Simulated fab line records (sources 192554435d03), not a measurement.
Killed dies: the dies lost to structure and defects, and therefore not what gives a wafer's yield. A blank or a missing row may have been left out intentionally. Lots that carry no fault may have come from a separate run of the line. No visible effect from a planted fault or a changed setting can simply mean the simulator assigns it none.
Struck lot and sound lot, side by side | flow n5Finfet | 16 steps out of a route of 1938
Sound: these wafers, L861.2, L861.3, L861.5. Struck: wafer L854.2 (left out: L854.3, L854.5 of the same lot, which were not struck); the cause appears at the end.
Per side, at each step with rows, come the tool, then ch with its chambers, and then its first start. Under that, the readings that differ: sound wafers | struck wafers | difference of the means | sigmas: that difference in standard deviations of wafers without a fault.
alike: readings with means less than 2 such deviations apart, plus words and numbers identical on both sides. not compared: withheld readings, readings lacking a value on some wafer, bounds such as >300 that could conceal the same value, and numbers that have no deviation in the record and whose values overlap.
The two part at a step that has a row with sigmas, a row that says differs or no value, or rows on one side only. Non-overlapping numbers with no deviation appear without sigmas and do not part them. A reading that every wafer of one side lacks parts them only if that side has two wafers or more.

first, 1 step without rows for these wafers: N5_MOL_CONTACT_COAG_DESCUM_88 (chemistry O2, time 7 s).
N5_MOL_CONTACT_COAG_ETCH_89: etches underlayer in N2/H2, target depth 13 nm, time 10.4 s.
  sound on rieDiel-05 ch 0,2,3, day 8 19:47; struck on rieDiel-05 ch 0, day 7 05:35
  alike: drypumpMotorCurrentA, etchRfOnTimeS, h2FlowSccm, oesProductAu, rfVppV, showerheadPlenumPTorr, throttleValvePct
  not compared: rfHoursCounterH
N5_MOL_CONTACT_COAG_ETCH_90: etches SiARC in CF4, target depth 13 nm, time 21.7 s.
  sound on rieDiel-05 ch 0,2,3, day 8 19:49; struck on rieDiel-05 ch 0, day 7 05:36
  alike: drypumpMotorCurrentA, etchRfOnTimeS, oesProductAu, rfVppV, showerheadPlenumPTorr, throttleValvePct
  not compared: rfHoursCounterH
then, 1 step without rows for these wafers: N5_MOL_CONTACT_COAG_ALD_131 (deposits SiO2, target thk 5 nm, pulse time 1 s, co reactant pulse time 1 s).
N5_MOL_CONTACT_COAG_ETCHBACK_132: etches SiO2 in CHF3, target depth 10 nm, time 6.7 s.
  sound on rieDiel-04 ch 0,2,3, day 8 20:04; struck on rieDiel-06 ch 1, day 7 05:52
reading                  | sound       | struck | difference | sigmas
drypumpMotorCurrentA (A) | 5.6 5.9 5.4 | 6.5    | +0.9       | +2
  alike: CHF3_flow_sccm, oesProductAu, rfVppV, showerheadPlenumPTorr, throttleValvePct
  not compared: rfHoursCounterH
N5_MOL_CONTACT_COAG_ETCH_91: etches SOC in N2/H2, target depth 60 nm, overetch 21 nm, time 101.2 s.
  sound on rieDiel-04 ch 0,2,3, day 8 20:06; struck on rieDiel-06 ch 1, day 7 05:54
reading                  | sound       | struck | difference | sigmas
drypumpMotorCurrentA (A) | 5.6 5.9 5.4 | 6.5    | +0.9       | +2
  alike: h2FlowSccm, oesProductAu, rfVppV, showerheadPlenumPTorr, throttleValvePct
  not compared: rfHoursCounterH
then, 6 steps without rows for these wafers: N5_MOL_CONTACT_COAG_STRIP_92 (strips in N2/H2); N5_MOL_CONTACT_COAG_STRIP_93 (strips in N2/H2); N5_MOL_CONTACT_COAG_ETCHBACK_135 (etches SiO2 in CHF3, target depth 25 nm, time 16.7 s); N5_MOL_CONTACT_COAG_STRIP_118 (strips in CHF3); N5_MOL_CONTACT_COAG_VIA_ETCH_46 (etches SiO2 in C4F6/O2, target depth 46 nm, overetch 9.2 nm, time 40 s); N5_MOL_CONTACT_COAG_STRIP_96 (strips in N2/H2).
N5_MOL_CONTACT_COAG_ETCH_47: etches SiNx in CH3F/O2, stops on W, target depth 27 nm.
  sound on rieDiel-04 ch 0,2,3, day 8 20:20; struck on rieDiel-06 ch 1, day 7 06:08
reading                  | sound           | struck | difference | sigmas
drypumpMotorCurrentA (A) | 5.6 5.9 5.4     | 6.5    | +0.9       | +2
etchRfOnTimeS (s)        | 30.6 30.9 31.2  | 50.8   | +19.9      | +44
oesProductAu (a.u.)      | 0.84 0.71 0.76  | 0.61   | -0.16      | -2
model.etch.tClearS (s)   | 25.53 25.72 26  | 45.02  | +19.27     | 
model.etch.overEtchS (s) | 5.106 5.144 5.2 | 5.756  | +0.606     | 
  alike: O2_flow_sccm, rfVppV, showerheadPlenumPTorr, throttleValvePct
  not compared: rfHoursCounterH
N5_MOL_CONTACT_COAG_STRIP_119: strips in N2/H2, time 30 s.
  sound on plasmaAsher-02 ch 0,1, day 8 20:25; struck on plasmaAsher-01 ch 1, day 7 06:13
reading           | sound          | struck | difference | sigmas
h2FlowSccm (sccm) | 3254 3251 3262 | 3236   | -20        | -2
heaterPowerW (W)  | 379 389 390    | 322    | -64        | -2
  alike: drypumpMotorCurrentA
  not compared: rfHoursCounterH
-- the record jumps here: 3 days lie between the struck wafers' starts before and after (it left off in module MOL_CONTACT_COAG and takes up again in module BEOL_M4, whose first step shown is number 1111 of the route) --
N5_BEOL_M4_RC_MEAS_101:
  sound on prober-02 ch 0, day 11 20:56; struck on prober-01 ch 0, day 10 01:55
reading       | sound          | struck | difference | sigmas
SS_N (mV/dec) | 72.0 72.5 71.5 | 70.8   | -1.2       | -2
  alike: DIBL_N, DIBL_P, IOFF_N, IOFF_P, ION_N, ION_P, SS_P, VT_N, VT_P
-- record jumps: 4 days separate the struck wafers' starts on either side; left off in module BEOL_M4, taken up again in module PASSIVATION, whose first shown step is the route's number 1936 --
N5_PASSIVATION_PROBE_49:
  the record has rows for the struck wafers here (prober-02, day 13 19:26) and none for the sound ones

## WHERE THEY PART
First at N5_MOL_CONTACT_COAG_ETCHBACK_132; last, within this record, at N5_PASSIVATION_PROBE_49.

WHY: what had been put in by the simulator
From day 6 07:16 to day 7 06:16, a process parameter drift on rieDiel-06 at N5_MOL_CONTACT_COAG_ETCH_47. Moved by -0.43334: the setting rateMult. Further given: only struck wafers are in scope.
